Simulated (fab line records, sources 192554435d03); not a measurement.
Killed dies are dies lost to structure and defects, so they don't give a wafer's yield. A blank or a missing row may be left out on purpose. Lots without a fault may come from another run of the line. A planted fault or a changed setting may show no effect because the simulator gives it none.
fab line records | flow n5_finfet
record lots=5 wafers=12 last_day=18
route steps=1938 shown BEOL_M2@879 BEOL_M4@1111 PASSIVATION@1936
lots that met no fault: from a run of the same line without faults
start_h: hours from the record's first day to the start of the lot's first wafer shown | wait_h: hours since the lot's step before | " the same as in the row above | L1.1+2: a row that stands for several wafers | - no value, or no start given | * or withheld: withheld | < > ~ a bound
route shown NAME@n: a module of which the file shows steps, and the number in the route of the first | usual: mean/standard deviation of fault-free wafers | same: alike in all rows | chamber/n: place in a boat | sites: the reading at each site | _std_site: their standard deviation | _edge_site: outer sites' mean less inner sites' | radius_mm: how far each site lies from the wafer's centre | mask NAME#n: copy n | behind: the tool/chamber that last shaped the wafer | hold: why the lot was held/for how many hours/how that ended | device: the transistor (n, p or np) that didn't switch | end of line: the same wafers' tests at the end of the route | a step without rows: its recipe alone | killed: dies lost to structure and defects at the first sort, not the wafer's yield | map: a wafer's dies, x killed, . not, _ none there
set.NAME: the setting as run; set.NAME@STEP: as run at that earlier step | model.NAME: the simulator's own value behind a step, which no gauge read
lots at some steps of the route; a table a step, a row a wafer
services: from which hour (start_h, from the record's first day; less than 0 if before it) a tool's chamber was out of use, for how many hours, and why
## steps
# step N5_BEOL_M2_DESCUM_33
# recipe chemistry=O2 time_s=7 source_power_w=50 bias_power_w=20 pressure_mtorr=20 rf_frequency_hz=2.712e+07 temp_c=40 resist=CAR-EUV o2_flow_sccm=225
# step N5_BEOL_M2_ETCH_77
# recipe chemistry=N2/H2 target=underlayer target_depth_a=65 mask_material=CAR-EUV time_s=5.2 ion_energy_ev=200 pressure_mtorr=30 source_w=840 bias_w=150 n2_flow_sccm=200 h2_flow_sccm=200 ends=cleared
# step N5_BEOL_M2_ETCH_69
# recipe chemistry=CF4 target=SiARC target_depth_a=156 mask_material=CAR-EUV time_s=26 ion_energy_ev=80 pressure_mtorr=40 source_w=545 bias_w=36 Ar_flow_sccm=100 cf4_flow_sccm=100 ends=cleared
# step N5_BEOL_M2_ALD_98
# recipe material=SiO2 target_thk_a=25 temp_c=100 ald_precursor_family=BDEAS ald_co_reactant=O2-plasma pulse_time_s=1 co_reactant_pulse_time_s=1 purge_time_s=2 co_reactant_purge_time_s=2 ald_cycles=17 pressure_torr=2
# step N5_BEOL_M2_ETCHBACK_99
# recipe chemistry=CHF3 target=SiO2 target_depth_a=50 time_s=10.4 source_w=215 bias_w=47 Ar_flow_sccm=200 CHF3_flow_sccm=12 ion_energy_ev=100 pressure_mtorr=30
# step N5_BEOL_M2_ETCH_70
# recipe chemistry=N2/H2 target=SOC target_depth_a=800 overetch_a=240 mask_material=SiARC temp_c=40 time_s=130 ion_energy_ev=200 pressure_mtorr=30 source_w=840 bias_w=150 n2_flow_sccm=200 h2_flow_sccm=200
# step N5_BEOL_M2_STRIP_71
# recipe chemistry=N2/H2 temp_c=40 n2_flow_sccm=200 h2_flow_sccm=200 rf_frequency_hz=6e+07
# step N5_BEOL_M2_STRIP_78
# recipe chemistry=N2/H2 temp_c=40 n2_flow_sccm=200 h2_flow_sccm=200 rf_frequency_hz=6e+07
# step N5_BEOL_M2_VIA_ETCH_34
# recipe chemistry=C4F6/O2 target_depth_a=694 mask_material=SOC pressure_mtorr=15 ion_energy_ev=250 taper_deg=4 time_s=65.9 source_w=350 bias_w=170 Ar_flow_sccm=300 C4F6_flow_sccm=10 O2_flow_sccm=10
# step N5_BEOL_M2_STRIP_83
# recipe chemistry=C4F6/O2 resist=SiARC rf_frequency_hz=6e+07
# step N5_BEOL_M2_STRIP_36
# recipe chemistry=N2/H2 power_w=450 temp_c=40 pressure_mtorr=20 rf_frequency_hz=6e+07 overash_fraction=0.3 bias_power_w=7 h2_frac=0.5 n2_flow_sccm=200 h2_flow_sccm=200
# step N5_BEOL_M2_TRENCH_ETCH_37
# recipe chemistry=C4F6/O2 target_depth_a=555.55 target=SiOC time_s=29.2 ion_energy_ev=250 pressure_mtorr=30 source_w=355 bias_w=185 Ar_flow_sccm=300 C4F6_flow_sccm=10 O2_flow_sccm=10
# usual C4F6_flow_sccm=10.00/0.031 chamber_pressure_mTorr=29.997/0.028 drypump_motor_current_A=5.8/0.35 oes_product_au=0.79/0.077 rf_fwd_power_W=349.7/1.8 rf_vpp_V=666/6.7 run_length_s=52.2/0.58 showerhead_plenum_p_Torr=2.82/0.094 throttle_valve_pct=20.85/0.27
# columns lot.wafer tool chamber start_h wait_h C4F6_flow_sccm chamber_pressure_mTorr drypump_motor_current_A oes_product_au rf_fwd_power_W rf_hours_counter_h rf_vpp_V run_length_s showerhead_plenum_p_Torr throttle_valve_pct model.etch.depth_nm model.BEOL_M2.feature_depth_nm model.TiN_of_BEOL_M2_HM_DEP_02.thk_nm
L257.1 rie_diel-03 3 192.79 - 10.00 30.015 5.9 0.76 347.8 170 655 52.0 2.73 21.09 55.72 55.8 17.6
L257.3 " 0 " " 10.00 29.943 5.1 0.95 348.0 5 676 52.3 2.79 20.68 56.51 56.6 17.4
L257.4 " 1 " " 9.98 30.003 6.3 0.94 350.3 14 659 53.6 2.79 20.46 56.38 56.4 17.4
L259.2 rie_diel-03 1 225.42 - 10.03 30.014 6.4 0.91 349.4 26 659 53.5 2.79 20.48 56.92 57 17.6
L259.5 " 0 " " 10.06 30.018 5.0 0.91 - - 676 41.9 2.78 20.68 36.84 36.8 18.6
L261.1 rie_diel-03 3 230.89 - 9.97 30.010 5.9 0.75 - 184 656 41.6 2.73 21.11 35.33 35.4 18.4
L261.2 " 2 " " 9.96 30.032 5.5 0.75 351.2 160 667 52.2 2.95 21.19 55.09 55 17.4
L264.4 rie_diel-03 3 239.08 - 10.01 30.011 5.9 0.73 349.4 186 655 52.0 2.73 21.12 54.43 54.4 17.6
L264.5 " 0 " " 10.02 30.025 5.0 0.90 - - 677 41.9 2.78 20.68 36.97 37 18.2
L269.1 rie_diel-01 2 266.80 - 10.05 29.994 6.2 0.67 350.7 242 666 51.7 2.81 20.83 53.85 53.8 17.6
L269.4 " 3 " " 9.99 29.995 5.7 0.76 347.0 155 661 51.9 2.73 21.07 56.67 56.6 17.4
L269.5 " 1 " " 10.04 29.931 5.9 0.96 349.3 - 666 51.8 2.79 20.49 56.21 56.2 17.4
# step N5_BEOL_M2_ETCH_41
# recipe chemistry=CH3F/O2 target=SiCN target_depth_a=299 taper_deg=2 time_s=52.5 ion_energy_ev=120 mask_material=TiN pressure_mtorr=30 source_w=395 bias_w=75 Ar_flow_sccm=150 CH3F_flow_sccm=30 O2_flow_sccm=20
# step N5_BEOL_M2_STRIP_97
# recipe chemistry=N2/H2 time_s=10 power_w=450 temp_c=40 pressure_mtorr=20 rf_frequency_hz=6e+07 bias_power_w=7 n2_flow_sccm=200 h2_flow_sccm=200
# step N5_BEOL_M2_OCD_MEAS_38
# usual trench_depth_nm=55.5/0.87
# columns lot.wafer tool chamber start_h wait_h trench_depth_nm
L257.1 ocd-02 - 192.95 - 56.0
L257.3 " - " " 56.7
L257.4 " - " " 56.4
L259.2 ocd-01 - 225.58 - 57.6
L259.5 " - " " 36.3
L261.1 ocd-02 - 231.04 - 34.9
L261.2 " - " " 54.4
L264.4 ocd-01 - 239.24 - 54.7
L264.5 " - " " 37.2
L269.1 ocd-02 - 266.95 - 54.1
L269.4 " - " " 56.6
L269.5 " - " " 55.4
# step N5_BEOL_M2_HM_STRIP_39
# recipe chemistry=peroxide_tin_strip material=TiN target_depth_a=250 temp_c=50 time_s=158
# step N5_BEOL_M2_SRD_40
# recipe time_s=30 temp_c=23 rinse_liquid=diw dry=ipa_marangoni
# step N5_BEOL_M2_PRECLEAN_42
# recipe chemistry=residue_remover time_s=60 temp_c=40
# step N5_BEOL_M2_SRD_43
# recipe time_s=30 temp_c=23 rinse_liquid=diw dry=ipa_marangoni
# step N5_BEOL_M2_DEGAS_44
# recipe ambient=vacuum temp_c=250 time_s=60
# step N5_BEOL_M2_PRE_CLEAN_45
# recipe gas=H2/He time_s=30 temp_c=250
# step N5_BEOL_M2_ALD_84
# recipe material=TaN target_thk_a=* temp_c=275 ald_precursor_family=PDMAT ald_co_reactant=NH3 pressure_torr=3 carrier_flow_sccm=1500 pulse_time_s=2 purge_time_s=3 co_reactant_purge_time_s=2 co_reactant_pulse_time_s=3 ald_cycles=30 precursor_vessel_temp_c=75 precursor_vessel_pressure_torr=26.25 precursor_vessel_carrier_sccm=1000
# step N5_BEOL_M2_SURFACE_TREAT_85
# recipe gas=Ar time_s=* ion_energy_ev=* ion_current_ma_cm2=0.5 pressure_mtorr=* ar_flow_sccm=30
# step N5_BEOL_M2_CVD_47
# recipe material=Co target_thk_a=30 temp_c=withheld precursor=CCTBA/H2 pressure_torr=30 time_s=223.8
# step N5_BEOL_M2_SPUTTER_48
# recipe material=Cu target_thk_a=45 temp_c=-20 chamber_pressure_pa=0.07 power_w=withheld time_s=8.29
# step N5_BEOL_M2_ANNEAL_49
# recipe temp_c=400 time_s=240 ambient=vacuum
# step N5_BEOL_M2_SPUTTER_79
# recipe material=Cu target_thk_a=45 temp_c=-20 chamber_pressure_pa=0.07 power_w=withheld time_s=8.29
# step N5_BEOL_M2_ANNEAL_80
# recipe temp_c=400 time_s=240 ambient=vacuum
# step N5_BEOL_M2_SPUTTER_81
# recipe material=Cu target_thk_a=45 temp_c=-20 chamber_pressure_pa=0.07 power_w=withheld time_s=8.29
# step N5_BEOL_M2_ANNEAL_82
# recipe temp_c=400 time_s=240 ambient=vacuum
# step N5_BEOL_M2_SPUTTER_86
# recipe material=Cu target_thk_a=45 temp_c=-20 chamber_pressure_pa=0.07 power_w=withheld time_s=8.29
# step N5_BEOL_M2_ANNEAL_87
# recipe temp_c=400 time_s=240 ambient=vacuum
# step N5_BEOL_M2_SPUTTER_88
# recipe material=Cu target_thk_a=45 temp_c=-20 chamber_pressure_pa=0.07 power_w=withheld time_s=8.29
# step N5_BEOL_M2_ANNEAL_89
# recipe temp_c=400 time_s=240 ambient=vacuum
# step N5_BEOL_M2_SPUTTER_90
# recipe material=Cu target_thk_a=45 temp_c=-20 chamber_pressure_pa=0.07 power_w=withheld time_s=8.29
# step N5_BEOL_M2_ANNEAL_91
# recipe temp_c=400 time_s=240 ambient=vacuum
# step N5_BEOL_M2_SPUTTER_92
# recipe material=Cu target_thk_a=45 temp_c=-20 chamber_pressure_pa=0.07 power_w=withheld time_s=8.29
# step N5_BEOL_M2_ANNEAL_93
# recipe temp_c=400 time_s=240 ambient=vacuum
# step N5_BEOL_M2_SPUTTER_94
# recipe material=Cu target_thk_a=45 temp_c=-20 chamber_pressure_pa=0.07 power_w=withheld time_s=8.29
# step N5_BEOL_M2_ANNEAL_95
# recipe temp_c=400 time_s=240 ambient=vacuum
# step N5_BEOL_M2_CMP_52
# recipe stop_on=SiOC t_overpolish_s=6.8 down_force_psi=1 platen_rpm=50 clearing_platen_down_force_psi=1.5 clearing_platen_rpm=50 post_cmp_clean=cu_alkaline target_thk_nm=40 clearing_platen_pad_velocity_m_s=0.99484 pad_velocity_m_s=0.99484
# usual barrier_field_endpoint_s=24.4/0.51 motor_current_A=5.9/0.47 overpolish_run_s=6.800/0.0092 time_to_endpoint_s=61.9/2.8
# columns lot.wafer tool chamber start_h wait_h barrier_field_endpoint_s motor_current_A overpolish_run_s time_to_endpoint_s model.Cu_of_BEOL_M2_ECD_50.thk_nm
L257.4 cmp-01 3 197.17 0.1 24.6 6.3 6.793 68.7 41.4
L257.1 " 0 " " 24.6 6.2 6.809 67.0 40.8
L257.3 " 2 " " 24.3 5.7 6.807 65.9 41.6
L259.2 cmp-04 0 229.66 0.4 24.5 5.5 6.808 60.9 42.2
L259.5 " 3 " " 25.0 5.7 6.801 61.9 20.4
L261.1 cmp-01 3 235.92 0.3 23.9 6.5 6.797 60.6 20.4
L261.2 " 1 " " 23.8 6.3 6.801 60.1 39.8
L264.4 cmp-02 1 242.82 0.2 24.6 6.5 6.798 62.3 37.6
L264.5 " 0 " " 24.1 5.2 6.779 62.1 20.6
L269.4 cmp-01 2 273.56 0.2 25.2 5.2 6.801 64.5 40.8
L269.1 " 3 " " 24.8 6.3 6.784 63.6 38.6
L269.5 " 1 " " 25.0 5.9 6.802 63.1 41.8
# step N5_BEOL_M2_THK_MEAS_53
# recipe thk_meas_gauge=xrf reads=Cu_of_BEOL_M2_ECD_50
# usual M2_THK=40.0/1.4
# columns lot.wafer tool chamber start_h wait_h M2_THK[nm]
L257.1 film_metro-01 - 197.47 - 40.8
L257.3 " - " " 41.7
L257.4 " - " " 41.3
L259.2 film_metro-02 - 229.92 - 42.6
L259.5 " - " " 20.5
L261.1 film_metro-02 - 236.21 - 20.3
L261.2 " - " " 39.7
L264.4 film_metro-02 - 243.08 - 37.7
L264.5 " - " " 20.7
L269.1 film_metro-02 - 273.78 - 38.6
L269.4 " - " " 40.9
L269.5 " - " " 41.7
# step N5_BEOL_M2_RS_MEAS_58
# recipe thk_meas_gauge=four-point-probe reads=Co_of_BEOL_M2_CO_CAP_55+Cu_of_BEOL_M2_ECD_50+Co_of_BEOL_M2_CVD_47+TaN_of_BEOL_M2_ALD_84
# usual M2_RS=0.68/0.032
# columns lot.wafer tool chamber start_h wait_h M2_RS[ohm/sq]
L257.1 film_metro-01 - 197.73 0.0 0.65
L257.3 " - " " 0.64
L257.4 " - " " 0.64
L259.2 film_metro-01 - 230.18 0.1 0.63
L259.5 " - " " 1.66
L261.1 film_metro-02 - 236.47 0.0 1.66
L261.2 " - " " 0.67
L264.4 film_metro-01 - 243.40 0.0 0.72
L264.5 " - " " 1.61
L269.1 film_metro-02 - 274.07 0.0 0.70
L269.4 " - " " 0.65
L269.5 " - " " 0.63
# step N5_BEOL_M4_RC_MEAS_101
# usual CHAIN_V1=234/7.6 CHAIN_V1_max_site=243/8 DIBL_N=36.3/1.6 DIBL_P=36.5/1.6 IOFF_N=0.163/0.026 IOFF_P=0.22/0.033 ION_N=676/9.9 ION_P=464/6.5 SERP_M2=199/14 SERP_M2_max_site=214/14 SS_N=71.5/0.5 SS_P=73.3/0.64 VT_N=249.3/2.9 VT_P=-250/3.2
# columns lot.wafer tool chamber start_h wait_h CHAIN_V1[ohm/link] CHAIN_V1_max_site[ohm/link] DIBL_N[mV/V] DIBL_P[mV/V] IOFF_N[nA/um] IOFF_P[nA/um] ION_N[uA/um] ION_P[uA/um] SERP_M2[ohm/um] SERP_M2_max_site[ohm/um] SS_N[mV/dec] SS_P[mV/dec] VT_N[mV] VT_P[mV]
L257.1 prober-02 0 234.64 0.0 236 249 38.6 37.4 0.206 0.25 683 462 204 221 72.3 73.8 246.6 -247
L257.3 " 0 " " 239 248 37.5 36.7 0.191 0.25 694 471 198 208 71.6 73.3 244.8 -247
L257.4 " 0 " " 227 237 37.9 36.6 0.196 0.24 684 472 179 193 72.0 73.9 244.2 -247
L259.2 prober-01 0 257.92 0.2 220 235 35.9 36.6 0.155 0.22 668 465 169 181 71.4 73.5 249.2 -248
L259.5 " 0 " " 257 263 35.1 35.6 0.145 0.22 666 462 444 458 71.0 73.2 254.2 -248
L261.1 prober-02 0 262.35 0.0 260 276 37.4 38.8 0.184 0.24 687 470 430 475 71.9 74.3 248.4 -249
L261.2 " 0 " " 223 232 35.2 36.6 0.145 0.20 675 464 186 197 71.0 72.1 250.5 -250
L264.4 prober-01 0 278.34 0.5 239 243 34.5 34.6 0.126 0.15 669 450 210 226 71.8 72.4 254.9 -256
L264.5 " 0 " " 262 267 34.4 35.4 0.129 0.17 671 460 456 479 72.1 73.2 253.3 -259
L269.1 prober-01 0 309.23 0.0 235 238 35.3 35.1 0.138 0.19 666 459 197 213 70.7 73.3 252.5 -253
L269.4 " 0 " " 232 238 35.9 36.4 0.150 0.21 681 466 199 211 71.1 73.1 249.6 -251
L269.5 " 0 " " 224 230 37.2 37.8 0.168 0.23 678 461 176 183 71.6 74.1 251.5 -251
# sites CHAIN_V1 radius_mm=0,75,75,75,75,140,140,140,140
L257.1 239 248 249 239 236 222 220 232 225
L259.2 226 230 220 235 220 214 221 214 218
L261.1 276 266 260 274 271 255 253 255 250
L264.4 224 243 229 243 241 241 239 237 233
L269.1 235 235 238 237 236 229 228 223 234
# sites SERP_M2 radius_mm=0,75,75,75,75,140,140,140,140
L257.1 216 221 216 209 204 180 164 180 173
L259.2 167 173 167 181 170 164 170 165 169
L261.1 475 453 426 462 447 430 398 421 396
L264.4 199 226 200 219 212 220 200 210 203
L269.1 194 196 197 193 193 213 205 200 210
# step N5_PASSIVATION_PROBE_49
# usual defect_limited_yield=91.2/1.5 killed_at_M0_to_M3=32/9.6 killed_at_M4_up=13/5.3 killed_at_contacts=13/6.7 killed_at_front_end=42/11 killed_at_other=3.8/2.9 killed_dies=103/17 killed_on_rim=14/4.4 killed_open=67/13 killed_short=35/7.9 sort_bin_5_function=5.2/0.94 sort_bin_6_memory=3.3/0.64 sort_bin_8_speed=0/0 sort_n_pass=1077/17
# same gross_dies=1180 killed_at_back_side=0 sort_bin_4_leakage[%]=0
# columns lot.wafer tool chamber start_h wait_h defect_limited_yield[%] killed_at_M0_to_M3 killed_at_M4_up killed_at_contacts killed_at_front_end killed_at_other killed_dies killed_on_rim killed_open killed_short sort_bin_5_function[%] sort_bin_6_memory[%] sort_bin_8_speed[%] sort_n_pass
L257.1 prober-01 - 346.16 0.0 90.0 32 12 4 61 9 118 7 79 31 6.2 3.0 0 1062
L257.3 prober-01 - 346.26 0.1 90.3 25 17 5 59 9 115 15 75 38 5.4 4.0 0 1065
L257.4 prober-01 - 346.31 0.2 91.5 16 19 3 54 8 100 12 60 40 4.7 3.6 0 1080
L259.2 prober-01 - 367.08 0.1 92.0 39 6 10 34 5 94 11 56 38 4.7 2.7 0 1086
L259.5 prober-01 - 367.23 0.2 76.0 211 7 10 46 9 283 41 61 27 4.9 2.5 16.36 897
L261.1 prober-01 - 376.38 0.0 73.1 238 8 9 59 3 317 35 55 47 5.8 2.9 17.88 863
L261.2 prober-01 - 376.43 0.1 91.0 29 12 16 48 1 106 9 63 42 5.7 3.1 0 1074
L264.4 prober-01 - 402.36 0.2 92.9 29 16 10 26 3 84 11 65 17 4.4 2.6 0 1096
L264.5 prober-01 - 402.41 0.2 73.0 260 8 17 30 4 319 16 59 28 3.8 3.2 19.58 861
L269.1 prober-01 - 432.57 0.0 90.6 36 19 10 44 2 111 13 75 34 5.3 3.6 0 1069
L269.4 prober-01 - 432.72 0.2 92.5 26 10 6 42 4 88 11 56 31 4.1 3.3 0 1092
L269.5 prober-01 - 432.77 0.2 91.3 20 13 20 50 0 103 14 71 32 5.4 3.1 0 1077
# killed by level:class
L257.1 STI_FIN_REVEAL:geometric_particle:open=18 FIN_SAQP:geometric_particle:short=8 FIN_SAQP:geometric_particle:open=8 BEOL_M0_SAQP:geometric_particle:short=8 BEOL_M1:geometric_particle:open=8 BEOL_M0_SAQP:geometric_particle:open=7 HKMG_FIN:area_etch=7 DUMMY_GATE:geometric_particle:open=6
L257.3 STI_FIN_REVEAL:geometric_particle:open=14 FIN_SAQP:geometric_particle:short=11 BEOL_M1:geometric_particle:open=10 FIN_SAQP:geometric_particle:open=8 ILD0:geometric_particle:short=7 BEOL_M5:geometric_particle:open=6 GATE_CUT:geometric_particle:open=4 ILD0:geometric_particle:open=4
L257.4 BEOL_M4:geometric_particle:open=12 STI_FIN_REVEAL:geometric_particle:open=10 DUMMY_GATE:geometric_particle:open=8 FIN_SAQP:geometric_particle:open=6 GATE_CUT:geometric_particle:short=5 STARTING-WAFER:geometric_particle:short=5 FIN_SAQP:geometric_particle:short=4 BEOL_M0_SAQP:geometric_particle:short=4
L259.2 BEOL_M3:geometric_particle:open=9 STI_FIN_REVEAL:geometric_particle:open=8 MOL_CONTACT_COAG:geometric_particle:open=8 STI_FIN_REVEAL:geometric_particle:short=5 DUMMY_GATE:geometric_particle:open=5 GATE_CUT:geometric_particle:open=5 BEOL_M0:geometric_particle:short=5 BEOL_M2:geometric_particle:open=5
L259.5 BEOL_M2:area_ecd=193 STI_FIN_REVEAL:geometric_particle:open=12 DUMMY_GATE:geometric_particle:open=12 BEOL_M3:geometric_particle:open=8 MOL_CONTACT_COAG:geometric_particle:open=7 FIN_SAQP:geometric_particle:short=5 GATE_CUT:geometric_particle:short=5 BEOL_M4:geometric_particle:open=4
L261.1 BEOL_M2:area_ecd=211 FIN_SAQP:geometric_particle:short=16 FIN_SAQP:geometric_particle:open=12 GATE_CUT:geometric_particle:short=8 DUMMY_GATE:geometric_particle:open=7 BEOL_M2:geometric_particle:open=7 BEOL_M0_SAQP:geometric_particle:short=6 BEOL_M0_SAQP:geometric_particle:open=6
L261.2 FIN_SAQP:geometric_particle:open=14 MOL_CONTACT_COAG:geometric_particle:open=12 GATE_CUT:geometric_particle:short=10 BEOL_M0_SAQP:geometric_particle:short=10 FIN_SAQP:geometric_particle:short=6 BEOL_M4:geometric_particle:open=6 BEOL_M0_SAQP:geometric_particle:open=5 GATE_CUT:geometric_particle:open=4
L264.4 MOL_CONTACT_COAG:geometric_particle:open=9 BEOL_M1:geometric_particle:open=9 STI_FIN_REVEAL:geometric_particle:open=8 BEOL_M0_SAQP:geometric_particle:open=6 FIN_SAQP:geometric_particle:open=5 BEOL_M0_SAQP:geometric_particle:short=5 BEOL_M6:geometric_particle:open=5 DUMMY_GATE:geometric_particle:open=4
L264.5 BEOL_M2:area_ecd=231 MOL_CONTACT_COAG:geometric_particle:open=12 STI_FIN_REVEAL:geometric_particle:open=8 BEOL_M0_SAQP:geometric_particle:open=7 STI_FIN_REVEAL:geometric_particle:short=6 BEOL_M0_SAQP:geometric_particle:short=6 BEOL_M3:geometric_particle:open=6 MOL_CONTACT_COAG:geometric_particle:short=5
L269.1 BEOL_M0_SAQP:geometric_particle:open=14 BEOL_M0_SAQP:geometric_particle:short=11 FIN_SAQP:geometric_particle:open=9 STI_FIN_REVEAL:geometric_particle:open=9 MOL_CONTACT_COAG:geometric_particle:open=8 BEOL_M4:geometric_particle:open=7 BEOL_M1:geometric_particle:open=6 FIN_SAQP:geometric_particle:short=4
L269.4 STI_FIN_REVEAL:geometric_particle:open=21 BEOL_M0_SAQP:geometric_particle:short=8 FIN_SAQP:geometric_particle:open=5 BEOL_M1:geometric_particle:open=5 FIN_SAQP:geometric_particle:short=3 STI_FIN_REVEAL:geometric_particle:short=3 MOL_CONTACT_COAG:geometric_particle:short=3 STARTING-WAFER:geometric_particle:open=3
L269.5 MOL_CONTACT_COAG:geometric_particle:open=18 FIN_SAQP:geometric_particle:short=14 FIN_SAQP:geometric_particle:open=12 STI_FIN_REVEAL:geometric_particle:open=8 BEOL_M3:geometric_particle:open=6 BEOL_M0_SAQP:geometric_particle:open=5 ILD0:geometric_particle:short=4 BEOL_M0_SAQP:geometric_particle:short=4
# map L259.5 (x killed, . not)
_________________.......x.x.x________________
______________.x....x.........x._____________
___________..x...........x........x__________
__________x...x.x........x.x....x..._________
________.x..xx......x.x......xx.x....._______
_______.x...x.......x...........xx.....______
______...........xx...x.xx........x...xx_____
_____.x.......x......x........xx.x.....x.____
____...x.x............xxx..x......xx......___
___......x......xx.xx..............x....x..__
___......x.....xx.x........x....x..xxx.....__
__x.....xx..x...xx...xx.....x.x............._
__x.x..x.x...x....xx.....x............x.x..._
_..x.....x.x.xx..........x.........x........x
_x..x...x..............x.......x..........xxx
_.....x...x.x.......x.......x.....xx.........
_.x..x...x..xxxxx......x..x..x...xx.........x
_x............xx...x.xx.............x........
_..x..x....x.xxx..x..xx.......x.x...x........
_......x......x..xx.xxx.x.x..x......x..xx....
_.xx......x.x....x..x.x.x..x...x.......xx.xxx
__........x..xx.......x..x.....x..x.x...x..._
__....x.....x.....x...xxxxxx.x....xxxx..x..._
___..........x.....xx.x...xx....xx.....xx..__
___x.......x..x......x.........x........xx.__
____x....xx.....x.xx.....x..xx.xxx.x....x.___
_____.x......xx...x....x.xx........xx.xx.____
______............x........x..x..x..x.x._____
_______..x.....x.x.xx...x..x.x..x......______
________.x..x.......x.xx..x..x.x...x.x_______
__________xx.xx.xxx.............xx.._________
___________....x.....x.......xx...x__________
______________......x.x..x......_____________
_________________....xxx....x________________
# map L261.1 (x killed, . not)
_________________..x..x.x.x..________________
______________...xx.xx.....x.x.._____________
___________.............x.....x..x.__________
__________.........x.x....x.xx......_________
________.x.......x..xxx.......xxx..x.x_______
_______.....x..........x.....x....x....______
______.........x..x.....xx....xx..x....x_____
_____...x..xx....x..xx......xx.x....x.x..____
____.x......xxx.x..x.x..x.x.x..x...x......___
___...x.........x.....x...x.........x.x.x.x__
___xxx.x.xx...x.x.x..xxx......xx..xx.......__
__...x...xx........x.xx.xx.xx.x.......x.x.x._
__...x.x...x.x.x...x......x.x.....xx.x.x...._
_.....x...x..x.xxx..x.xx...xxx.x..x.......x.x
_.....x.x....xxx...x..xx.x..xxx...x..x..xx...
_...x.x.......x.xx.x......x...x.........x....
_x.....xx........x.x.xx.....x..x............x
_x......xxx.x...xx.x....x.xx....x....xx.x...x
_..x....x..xx.x..x.x.x..x.x...x.x.....x.x....
_.....x......xx...x...x.xx..x.....xx.xxx.....
_....x.......xx.....x...xxxxx..x.xx.xx.....x.
__.x.....x...x.x.xx.x..x...x....x..x.x....x._
__.x.x...x......xxx..x....x...x.xx..x.xx...._
___........x.x...x.......xx.x.x.x....x....x__
___...x......x..........x..xx..............__
____x.....x.x...xxx..xx...............x...___
_____x.........x.......x..........x.x...x____
______...x........x.xx.x.x.xx........x.._____
_______.x...x.....x.....x.x......x...x.______
________x....x.....x..x...........x..._______
__________xx..x.....xx.x.......x...._________
___________x..............xxx.x..x.__________
______________....x...x........._____________
_________________.x...x......________________
## services
# columns tool chamber start_h hours kind
cmp-01 - 182.05 0.7 repair
cmp-04 - 191.68 0.3 repair
rie_diel-01 1 203.47 7.2 repair
cmp-02 - 205.70 5.9 pm
rie_diel-03 2 212.85 15.3 repair
rie_diel-01 1 244.09 - clean
rie_diel-01 1 244.09 - consumable_replace:focus_ring
rie_diel-01 1 244.09 13.9 scheduled_down
rie_diel-01 1 244.09 13.9 vent_cycle
cmp-01 - 247.09 1.8 repair
cmp-02 - 247.15 4.0 pm
cmp-02 - 251.15 - consumable_replace:conditioner
cmp-02 - 251.15 - consumable_replace:pad
cmp-04 - 252.97 1.8 repair
cmp-02 - 256.86 1.4 repair
cmp-01 - 268.50 4.0 pm
cmp-01 - 272.50 - consumable_replace:conditioner
cmp-01 - 272.50 - consumable_replace:pad
## key
first_sign step=N5_BEOL_M2_TRENCH_ETCH_37 reading=run_length_s direction=down sigmas=18 usual=* struck=*
effect step=N5_BEOL_M2_OCD_MEAS_38 reading=trench_depth_nm direction=down sigmas=22 usual=55.5 struck=36.1
effect step=N5_BEOL_M2_THK_MEAS_53 reading=M2_THK direction=down sigmas=14 usual=40.0 struck=20.5
effect step=N5_BEOL_M2_RS_MEAS_58 reading=M2_RS direction=up sigmas=30 usual=0.68 struck=1.64
effect step=N5_BEOL_M4_RC_MEAS_101 reading=SERP_M2 direction=up sigmas=18 usual=199 struck=443
effect step=N5_BEOL_M4_RC_MEAS_101 reading=CHAIN_V1 direction=up sigmas=3.3 usual=234 struck=260
effect step=N5_BEOL_M4_RC_MEAS_101 reading=SERP_M2_max_site direction=up sigmas=18 usual=214 struck=471
effect step=N5_BEOL_M4_RC_MEAS_101 reading=CHAIN_V1_max_site direction=up sigmas=3.2 usual=243 struck=269
effect step=N5_PASSIVATION_PROBE_49 reading=sort_bin_8_speed direction=up sigmas=99+ usual=0 struck=17.94
model_effect step=N5_BEOL_M2_TRENCH_ETCH_37 value=etch.depth_nm without=56.11 struck=36.38
model_effect step=N5_BEOL_M2_CMP_52 value=Cu_of_BEOL_M2_ECD_50.thk_nm without=40.2 struck=20.47
more_kills_born_at N5_BEOL_M2_ECD_50@ecd_cu-01=424 N5_BEOL_M2_ECD_50@ecd_cu-02=211
met_at N5_BEOL_M2_TRENCH_ETCH_37
struck_wafers L259.5,L261.1,L264.5
onset_between 192.79 225.42
fault kind=process_parameter_drift tool=rie_diel-03 chamber=- onset_h=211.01 steps=N5_BEOL_M2_TRENCH_ETCH_37 channel=time_s offset=* shape=step end_h=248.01 scope=struck_wafers_only acts_in=* stated=*
